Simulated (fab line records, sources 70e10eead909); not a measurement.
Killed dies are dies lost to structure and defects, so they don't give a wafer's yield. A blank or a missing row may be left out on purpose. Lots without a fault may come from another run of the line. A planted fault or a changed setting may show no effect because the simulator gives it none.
Which tool did it? | flow nand_harc | 11 lots, 33 wafers sampled, at 5 steps of a route of 1302

WHAT THE GAUGES READ, wafer by wafer
NHARC_P_M1_INSPECT_27.
lot  | measured     | on                | raw_defect_count
L543 | day 7 19:36  | defect_inspect-02 | 404 275 253
L546 | day 9 04:02  | defect_inspect-01 | 327 239 274
L551 | day 11 10:55 | defect_inspect-02 | 162 263 224
L554 | day 12 17:26 | defect_inspect-01 | 230 309 170
L555 | day 13 05:00 | defect_inspect-02 | 205 255 313
L556 | day 13 06:59 | defect_inspect-02 | 345 354 200
L557 | day 13 21:41 | defect_inspect-02 | 350 243 330
L558 | day 14 06:05 | defect_inspect-01 | 232 161 187
L559 | day 14 20:02 | defect_inspect-02 | 165 305 184
L561 | day 15 07:56 | defect_inspect-02 | 89 226 232
L562 | day 15 19:37 | defect_inspect-02 | 374 357 229

NHARC_END_SORT_01.
lot  | measured     | on        | defect_limited_yield (%) | killed_at_array | killed_at_other | killed_at_periphery | killed_dies | killed_open | killed_short
L554 | day 30 11:17 | prober-02 | 0 0 0                    | 64 82 55        | 1 0 2           | 612 595 620         | 677 677 677 | 5 5 4       | 4 3 3
L555 | day 30 18:09 | prober-01 | 0 0 0                    | 46 50 59        | 1 0 1           | 630 627 617         | 677 677 677 | 3 6 4       | 0 1 5

WHICH TOOL RAN EACH LOT (tool, then ch and the chambers of the sampled wafers, then the start)
lot  | NHARC_P_M2_ETCH_35                 | NHARC_P_M2_ETCH_28                 | NHARC_P_M2_CMP_23
L543 | rie_diel-12 ch 0,1,3, day 7 21:13  | rie_diel-10 ch 0,1, day 7 21:49    | cmp-02 ch 2,3, day 7 23:20
L546 | rie_diel-06 ch 0,1,3, day 9 05:43  | rie_diel-10 ch 1,3, day 9 06:14    | cmp-02 ch 0,1, day 9 07:47
L551 | rie_diel-12 ch 1,2,3, day 11 12:37 | rie_diel-06 ch 1,3, day 11 13:10   | cmp-03 ch 1,2, day 11 14:38
L554 | rie_diel-12 ch 2,3, day 12 19:06   | rie_diel-12 ch 1,2, day 12 19:38   | cmp-03 ch 1,3, day 12 21:09
L555 | rie_diel-10 ch 1,2, day 13 06:49   | rie_diel-10 ch 0,2,3, day 13 07:22 | cmp-02 ch 0,3, day 13 08:52
L556 | rie_diel-12 ch 1,2,3, day 13 08:37 | rie_diel-10 ch 0,1,3, day 13 09:09 | cmp-02 ch 1,3, day 13 10:40
L557 | rie_diel-10 ch 2,3, day 13 23:29   | rie_diel-12 ch 1,2,3, day 14 00:01 | cmp-03 ch 1,2, day 14 01:32
L558 | rie_diel-12 ch 0,3, day 14 09:04   | rie_diel-10 ch 0,1,3, day 14 09:37 | cmp-01 ch 0,1,3, day 14 11:08
L559 | rie_diel-12 ch 2,3, day 14 21:50   | rie_diel-10 ch 1,2,3, day 14 22:22 | cmp-03 ch 0,1, day 14 23:51
L561 | rie_diel-06 ch 1,3, day 15 09:47   | rie_diel-10 ch 0,2,3, day 15 10:19 | cmp-01 ch 1,2,3, day 15 11:52
L562 | rie_diel-12 ch 0,1,2, day 15 21:17 | rie_diel-06 ch 1,2,3, day 15 21:49 | cmp-01 ch 0,2,3, day 15 23:19
- NHARC_P_M2_ETCH_35: etches the open film in N2/H2, target depth 40 nm, overetch 12 nm, time 43.94 s.
- NHARC_P_M2_ETCH_28: etches the open film in CF4/N2, target depth 30 nm, time 72.99 s.
- NHARC_P_M2_CMP_23: polishes, t overpolish 20 s, target thk 144.3 nm.

WHAT THE TOOLS THEMSELVES READ (means of the sampled wafers that have a number; where no wafer has one, the mark that the record gives instead)
NHARC_P_M2_ETCH_35.
lot  | tool        | bias_w (W) | chamber_pressure_mTorr (mTorr) | drypump_motor_current_A (A) | n2_flow_sccm (sccm) | oes_product_au (a.u.) | rf_vpp_V (V) | showerhead_plenum_p_Torr (Torr) | throttle_valve_pct (%)
L543 | rie_diel-12 | 150.4      | 29.990                         | 6.5                         | 150.0               | 0.998                 | 431          | 2.08                            | 14.181
L546 | rie_diel-06 | 150.1      | 30.013                         | 5.8                         | 149.8               | 1.004                 | 430          | 2.03                            | 14.171
L551 | rie_diel-12 | 150.1      | 30.002                         | 6.0                         | 150.0               | 1.003                 | 433          | 2.18                            | 14.173
L554 | rie_diel-12 | 150.4      | 30.005                         | 5.6                         | 149.7               | 0.998                 | 435          | 2.19                            | 14.161
L555 | rie_diel-10 | 150.0      | 30.000                         | 5.8                         | 149.8               | 0.996                 | 428          | 1.99                            | 14.176
L556 | rie_diel-12 | 150.0      | 29.997                         | 6.1                         | 150.1               | 1.002                 | 435          | 2.18                            | 14.167
L557 | rie_diel-10 | 149.9      | 29.979                         | 5.6                         | 150.3               | 0.994                 | 433          | 2.14                            | 14.169
L558 | rie_diel-12 | 150.5      | 29.991                         | 6.4                         | 150.3               | 1.002                 | 432          | 2.11                            | 14.180
L559 | rie_diel-12 | 150.1      | 29.986                         | 5.6                         | 150.1               | 1.006                 | 435          | 2.19                            | 14.164
L561 | rie_diel-06 | 149.7      | 29.987                         | 6.1                         | 150.1               | 0.991                 | 431          | 2.05                            | 14.169
L562 | rie_diel-12 | 149.9      | 29.999                         | 6.1                         | 150.0               | 1.001                 | 431          | 2.07                            | 14.176

NHARC_P_M2_ETCH_28.
lot  | tool        | bias_w (W) | cf4_flow_sccm (sccm) | drypump_motor_current_A (A) | n2_flow_sccm (sccm) | oes_product_au (a.u.) | rf_vpp_V (V) | showerhead_plenum_p_Torr (Torr) | throttle_valve_pct (%)
L543 | rie_diel-10 | 99.90      | 49.94                | 6.2                         | 100.2               | 0.994                 | 314.4        | 2.66                            | 19.798
L546 | rie_diel-10 | 100.29     | 50.16                | 5.6                         | 99.9                | 1.003                 | 314.7        | 2.69                            | 19.786
L551 | rie_diel-06 | 99.99      | 49.95                | 6.2                         | 100.2               | 0.991                 | 314.6        | 2.65                            | 19.797
L554 | rie_diel-12 | -          | -                    | -                           | -                   | -                     | -            | -                               | -
L555 | rie_diel-10 | -          | -                    | -                           | -                   | -                     | -            | -                               | -
L556 | rie_diel-10 | 100.29     | 50.04                | 5.9                         | 99.9                | 1.002                 | 315.4        | 2.67                            | 19.801
L557 | rie_diel-12 | 100.23     | 50.00                | 6.1                         | 99.8                | 1.004                 | 316.7        | 2.78                            | 19.786
L558 | rie_diel-10 | 100.01     | 50.07                | 5.9                         | 100.0               | 0.997                 | 314.7        | 2.67                            | 19.805
L559 | rie_diel-10 | 100.15     | 50.02                | 5.7                         | 100.2               | 0.990                 | 314.4        | 2.65                            | 19.796
L561 | rie_diel-10 | 100.12     | 49.97                | 5.9                         | 100.2               | 0.988                 | 315.6        | 2.73                            | 19.800
L562 | rie_diel-06 | 100.00     | 50.03                | 6.1                         | 100.0               | 0.986                 | 314.1        | 2.57                            | 19.790

NHARC_P_M2_CMP_23.
lot  | tool   | motor_current_A (A) | retaining_ring_pressure_frac | time_to_endpoint_s (s)
L543 | cmp-02 | 13.3                | 0.998                        | 29.1
L546 | cmp-02 | 11.4                | 0.998                        | 27.3
L551 | cmp-03 | 12.5                | 1.003                        | 27.8
L554 | cmp-03 | 11.8                | 0.999                        | 25.9
L555 | cmp-02 | 12.5                | 0.997                        | 29.3
L556 | cmp-02 | 13.1                | 1.004                        | 30.2
L557 | cmp-03 | 12.8                | 0.994                        | 24.1
L558 | cmp-01 | 12.5                | 1.000                        | 32.4
L559 | cmp-03 | 12.5                | 0.999                        | 29.1
L561 | cmp-01 | 11.7                | 0.997                        | 32.3
L562 | cmp-01 | 12.5                | 1.000                        | 31.8

THE ANSWER, worked out from the rows above alone
Rule: what is usual is taken from the lots themselves. Put in order of their means at a reading, lots are off if they are a third of the lots or fewer, leave a main group of 4 or more, and stand apart from it by a gap of 3 or more times the standard deviation of the main group's means; of several such gaps the widest counts. A main group whose means are all the same, to the digits that the tables above print for the reading, isn't used. A lot without any number at a reading at which 4 lots or more have one is off too. The other lots that the step has rows for count as sound. The gauges are gone through in route order, then the tools' own readings, and for those a lot's mean is taken as printed above. The first step at which some lot is off is used, and at that step the reading that is off furthest; a lot without a number counts as furthest.
Off: L554, L555, at NHARC_P_M2_ETCH_28 (bias_w). Without a number there: L554, L555. The main group: mean 100.11 W, standard deviation 0.13.
A tool fits if, at that step or a process step before it, it ran every lot that is off, and no sound lot after the first of them. None of those tried fits.

WHAT THE SIMULATOR HAD PUT IN
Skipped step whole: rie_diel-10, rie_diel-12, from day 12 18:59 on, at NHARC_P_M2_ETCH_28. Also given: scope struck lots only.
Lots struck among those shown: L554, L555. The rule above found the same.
